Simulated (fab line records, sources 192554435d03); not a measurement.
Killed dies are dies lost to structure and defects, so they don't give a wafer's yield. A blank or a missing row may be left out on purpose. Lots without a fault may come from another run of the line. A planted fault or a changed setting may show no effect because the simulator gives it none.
Chamber matching | flow n5_finfet | N5_BEOL_M13_DESCUM_33 on rie_diel-05: 4 sister chambers
The step chemistry O2, time 7.9 s. 8 wafers are shown with their chamber, then 8 later ones without.

WAFERS WITH THEIR CHAMBER
wafer  | chamber | showerhead_plenum_p_Torr (Torr) | throttle_valve_pct (%)
L076.3 | 3       | 2.08                            | 20.59
L082.5 | 2       | 2.07                            | 20.50
L085.1 | 1       | 2.09                            | 20.28
L085.6 | 1       | 2.09                            | 20.29
L083.1 | 0       | 2.22                            | 20.44
L083.3 | 3       | 2.07                            | 20.59
L083.4 | 2       | 2.07                            | 20.51
L088.2 | 0       | 2.22                            | 20.44

WAFERS WITHOUT THEIR CHAMBER
wafer  | showerhead_plenum_p_Torr (Torr) | throttle_valve_pct (%)
L088.4 | 2.22                            | 20.45
L088.5 | 2.09                            | 20.30
L090.3 | 2.06                            | 20.18
L090.4 | 2.09                            | 20.30
L090.5 | 2.22                            | 20.47
L091.1 | 2.22                            | 20.46
L091.2 | 2.06                            | 20.19
L091.3 | 2.09                            | 20.30

WHICH CHAMBER EACH WENT THROUGH
wafer  | from the rows above | in truth
L088.4 | 0                   | 0
L088.5 | 1                   | 1
L090.3 | 1                   | 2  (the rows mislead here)
L090.4 | 1                   | 1
L090.5 | 0                   | 0
L091.1 | 0                   | 0
L091.2 | 1                   | 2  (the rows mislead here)
L091.3 | 1                   | 1
Placed correctly: 6 of 8. Can't be placed from these rows: 0. Placed wrongly: 2.
How it was worked out, from the rows above alone: a wafer's distance from a chamber is the root of the sum, over the readings, of the square of ((its reading less the chamber's mean) divided by the reading's scatter). The wafer belongs to the nearest chamber; if the next one is less than 2 further off, it can't be placed. A chamber's mean is the mean of its shown wafers. The scatter: the root of (the sum of the squares of (reading less its chamber's mean) over the shown wafers, divided by (wafers less chambers)).
